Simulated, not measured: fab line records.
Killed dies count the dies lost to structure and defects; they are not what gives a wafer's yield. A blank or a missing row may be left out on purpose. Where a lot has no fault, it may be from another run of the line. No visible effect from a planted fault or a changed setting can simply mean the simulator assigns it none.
Matching of chambers | flow n5_finfet | pecvd-03 running N5_BEOL_M13_ILD_DEP_00: 3 sister chambers
The step deposits SiOC from DEMS/O2, target thk 837.92 nm, time 166.4 s. 22 wafers are shown with their chamber, then 11 later ones without.

## WAFERS WITH THEIR CHAMBER
wafer  | chamber | showerhead_vpp_V (V) | throttle_valve_pct (%) | heater_power_w (W)
L074.2 | 2       | 1390                 | 11.1                   | 393
L074.3 | 0       | 1550                 | 11.0                   | 518
L074.4 | 1       | 1426                 | 12.1                   | 527
L076.3 | 0       | 1564                 | 11.4                   | 522
L076.4 | 1       | 1461                 | 12.1                   | 600
L076.6 | 0       | 1534                 | 11.1                   | 433
L075.1 | 1       | 1422                 | 12.1                   | 574
L075.5 | 2       | 1396                 | 11.2                   | 417
L075.6 | 1       | 1433                 | 12.5                   | 598
L077.3 | 1       | 1439                 | 12.2                   | 559
L077.4 | 0       | 1577                 | 11.2                   | 536
L077.6 | 2       | 1409                 | 11.2                   | 426
L083.1 | 2       | 1368                 | 11.0                   | 400
L083.3 | 1       | 1466                 | 12.2                   | 570
L083.5 | 2       | 1409                 | 11.3                   | 418
L084.3 | 1       | 1437                 | 12.1                   | 609
L084.4 | 0       | 1553                 | 10.7                   | 437
L084.5 | 2       | 1404                 | 11.1                   | 351
L086.2 | 1       | 1426                 | 12.1                   | 527
L086.5 | 1       | 1449                 | 12.3                   | 589
L086.6 | 0       | 1549                 | 10.8                   | 536
L087.1 | 0       | 1555                 | 10.9                   | 529

SIGNATURES (averages over the wafers above)
reading            | chamber 0 | chamber 1 | chamber 2 | scatter within a chamber
showerhead_vpp_V   | 1554.57   | 1439.89   | 1396.00   | 15
throttle_valve_pct | 11.014    | 12.189    | 11.150    | 0.171
heater_power_w     | 501.57    | 572.56    | 400.83    | 35.4
Rule: for a wafer and a chamber, the distance is found by dividing, reading by reading, the gap between the wafer's reading and the chamber's mean by the reading's scatter, squaring, summing and taking the root. The wafer belongs to the nearest chamber; if the next one is less than 2 further off, it can't be placed. The scatter: the root of (the sum of the squares of (reading less its chamber's mean) over the shown wafers, divided by (wafers less chambers)).

## WAFERS WHOSE CHAMBER IS MISSING
wafer  | showerhead_vpp_V (V) | throttle_valve_pct (%) | heater_power_w (W)
L087.4 | 1396                 | 11.6                   | 425
L087.5 | 1551                 | 10.9                   | 430
L095.1 | 1587                 | 11.0                   | 526
L095.4 | 1402                 | 11.5                   | 340
L095.5 | 1450                 | 12.2                   | 620
L093.2 | 1443                 | 12.2                   | 628
L093.4 | 1553                 | 11.0                   | 524
L093.5 | 1442                 | 12.3                   | 637
L097.1 | 1390                 | 11.1                   | 392
L097.2 | 1533                 | 11.1                   | 473
L097.6 | 1405                 | 11.0                   | 408

## WHICH CHAMBER EACH ONE RAN IN
wafer  | from the rows above | in truth
L087.4 | 2                   | 2
L087.5 | 0                   | 0
L095.1 | 0                   | 0
L095.4 | 2                   | 2
L095.5 | 1                   | 1
L093.2 | 1                   | 1
L093.4 | 0                   | 0
L093.5 | 1                   | 1
L097.1 | 2                   | 2
L097.2 | 0                   | 0
L097.6 | 2                   | 2
Correct placement for 11 of the 11. Not placeable from these rows: 0. Number placed wrongly: 0.
